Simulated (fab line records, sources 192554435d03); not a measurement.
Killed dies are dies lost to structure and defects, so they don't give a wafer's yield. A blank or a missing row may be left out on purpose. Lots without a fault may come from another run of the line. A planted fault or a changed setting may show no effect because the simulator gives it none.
Which tool did it? | flow n5_finfet | 10 lots, 30 wafers sampled, at 4 steps of a route of 1938

WHAT THE GAUGES READ, wafer by wafer
N5_BEOL_M4_RC_MEAS_101.
lot  | measured     | on        | CJ_N
L476 | day 7 22:32  | prober-02 | 4.30 4.22 4.33
L477 | day 9 09:14  | prober-02 | 4.12 4.32 4.16
L478 | day 8 21:05  | prober-01 | 4.41 4.39 4.34
L479 | day 9 14:45  | prober-02 | 4.39 4.37 4.45
L480 | day 10 00:55 | prober-02 | 4.25 4.33 4.29
L481 | day 10 10:13 | prober-02 | 4.72 4.63 4.05
L494 | day 13 05:12 | prober-02 | 4.25 4.48 4.35
L495 | day 13 10:51 | prober-01 | 4.27 4.14 4.28
L496 | day 14 04:37 | prober-02 | 4.41 4.30 4.12
L498 | day 14 07:26 | prober-01 | 4.08 4.36 4.35

WHICH TOOL RAN EACH LOT (tool, then ch and the chambers of the sampled wafers, then the start)
lot  | N5_ZERO_LAYER_PECVD_02         | N5_BEOL_M4_ANNEAL_93         | N5_BEOL_M4_SPUTTER_94
L476 | pecvd-01 ch 1,2, day 1 18:18   | pvd_sputter-02, day 7 21:04  | pvd_sputter-02, day 7 21:13
L477 | pecvd-03 ch 0,1,2, day 2 00:19 | pvd_sputter-03, day 9 07:19  | pvd_sputter-03, day 9 07:27
L478 | pecvd-01 ch 1,2, day 2 06:17   | pvd_sputter-03, day 8 19:19  | pvd_sputter-03, day 8 19:28
L479 | pecvd-01 ch 0,1,2, day 2 12:17 | pvd_sputter-03, day 9 13:17  | pvd_sputter-03, day 9 13:26
L480 | pecvd-01 ch 0,1, day 2 18:18   | pvd_sputter-03, day 9 23:16  | pvd_sputter-03, day 9 23:25
L481 | pecvd-01 ch 1,2, day 3 00:17   | pvd_sputter-03, day 10 08:46 | pvd_sputter-03, day 10 08:54
L494 | pecvd-04 ch 0,2, day 6 06:17   | pvd_sputter-03, day 13 03:27 | pvd_sputter-03, day 13 03:35
L495 | pecvd-01 ch 0,2, day 6 12:17   | pvd_sputter-01, day 13 08:46 | pvd_sputter-01, day 13 08:55
L496 | pecvd-03 ch 0,1,2, day 6 18:17 | pvd_sputter-02, day 14 02:55 | pvd_sputter-02, day 14 03:03
L498 | pecvd-03 ch 0,2, day 7 06:17   | pvd_sputter-03, day 14 05:56 | pvd_sputter-03, day 14 06:04
- N5_ZERO_LAYER_PECVD_02: deposits SiO2 from SiH4/N2O, target thk 10 nm, time 6 s.
- N5_BEOL_M4_ANNEAL_93: time 240 s.
- N5_BEOL_M4_SPUTTER_94: material Cu, target thk 4.5 nm, time 8.29 s.

THE ANSWER, worked out from the rows above alone
Rule: what is usual is taken from the lots themselves. Put in order of their means at a reading, lots are off if they are a third of the lots or fewer, leave a main group of 4 or more, and stand apart from it by a gap of 3 or more times the standard deviation of the main group's means; of several such gaps the widest counts. A main group whose means are all the same, to the digits that the tables above print for the reading, isn't used. A lot without any number at a reading at which 4 lots or more have one is off too. The other lots that the step has rows for count as sound.
No lot is off at any reading shown: from this, nothing can be told.

WHAT THE SIMULATOR HAD PUT IN
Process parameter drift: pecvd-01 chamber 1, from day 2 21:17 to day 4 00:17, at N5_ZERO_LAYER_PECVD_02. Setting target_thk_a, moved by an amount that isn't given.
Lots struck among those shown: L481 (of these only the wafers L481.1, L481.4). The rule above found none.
